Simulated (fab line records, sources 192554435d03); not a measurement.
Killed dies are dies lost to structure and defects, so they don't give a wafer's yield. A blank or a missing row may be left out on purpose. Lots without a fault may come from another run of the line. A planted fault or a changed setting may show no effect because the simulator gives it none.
Which tool did it? | flow n5_finfet | 13 lots, 34 wafers sampled, at 2 steps of a route of 1938

WHAT THE GAUGES READ, wafer by wafer
N5_PASSIVATION_OVL_MEAS_63. Usual: PAD_OVL 4 nm, standard deviation 5.3.
lot  | measured     | on         | PAD_OVL (nm) | flag
L305 | day 12 15:50 | overlay-01 | 6 4 7        |
L306 | day 12 13:45 | overlay-02 | -8 0         |
L307 | day 13 07:10 | overlay-01 | 4 1 -1       |
L308 | day 13 07:20 | overlay-02 | 12 13        |
L309 | day 13 13:07 | overlay-01 | 11 12 13     |
L310 | day 13 23:08 | overlay-02 | 7 15         |
L312 | day 13 14:33 | overlay-01 | 5 3 -4       |
L311 | day 13 22:58 | overlay-02 | 0 4 0        |
L313 | day 14 10:05 | overlay-02 | -3 -1 -3     |
L320 | day 16 03:24 | overlay-02 | 6 1 11       |
L321 | day 16 01:04 | overlay-02 | -3 3 0       |
L322 | day 16 14:10 | overlay-01 | 9 8          |
L327 | day 18 09:21 | overlay-02 | -1 2         |

WHICH TOOL RAN EACH LOT (tool, then ch and the chambers of the sampled wafers, then the start)
lot  | N5_BEOL_M2_PRE_CLEAN_45
L305 | pvd_sputter-01, day 7 01:58
L306 | pvd_sputter-02, day 7 04:59
L307 | pvd_sputter-01, day 7 15:55
L308 | pvd_sputter-01, day 7 21:06
L309 | pvd_sputter-02, day 8 03:05
L310 | pvd_sputter-01, day 8 16:04
L312 | pvd_sputter-01, day 8 16:38
L311 | pvd_sputter-02, day 8 16:40
L313 | pvd_sputter-02, day 8 16:44
L320 | pvd_sputter-01, day 10 13:56
L321 | pvd_sputter-01, day 10 14:49
L322 | pvd_sputter-03, day 11 02:26
L327 | pvd_sputter-02, day 12 12:32
- N5_BEOL_M2_PRE_CLEAN_45: time 30 s.

WHAT THE TOOLS THEMSELVES READ (means of the sampled wafers that have a number; where no wafer has one, the mark that the record gives instead)
N5_BEOL_M2_PRE_CLEAN_45. Usual: heater_power_w 326 W, standard deviation 35.
lot  | tool           | heater_power_w (W) | flag
L305 | pvd_sputter-01 | 320                |
L306 | pvd_sputter-02 | 360                |
L307 | pvd_sputter-01 | 339                |
L308 | pvd_sputter-01 | 340                |
L309 | pvd_sputter-02 | 356                |
L310 | pvd_sputter-01 | 313                |
L312 | pvd_sputter-01 | 330                |
L311 | pvd_sputter-02 | 336                |
L313 | pvd_sputter-02 | 306                |
L320 | pvd_sputter-01 | 321                |
L321 | pvd_sputter-01 | 325                |
L322 | pvd_sputter-03 | 304                |
L327 | pvd_sputter-02 | 301                |

THE ANSWER, worked out from the rows above alone
Rule: a lot is off if the mean of its wafers that have a number lies more than 3 standard deviations from the usual mean. A lot without any number at a reading at which 4 lots or more have one is off too. The other lots that the step has rows for count as sound. The gauges are gone through in route order, then the tools' own readings, and for those a lot's mean is taken as printed above. The first step at which some lot is off is used, and at that step the reading that is off furthest; a lot without a number counts as furthest.
No lot is off at any reading shown: from this, nothing can be told.

WHAT THE SIMULATOR HAD PUT IN
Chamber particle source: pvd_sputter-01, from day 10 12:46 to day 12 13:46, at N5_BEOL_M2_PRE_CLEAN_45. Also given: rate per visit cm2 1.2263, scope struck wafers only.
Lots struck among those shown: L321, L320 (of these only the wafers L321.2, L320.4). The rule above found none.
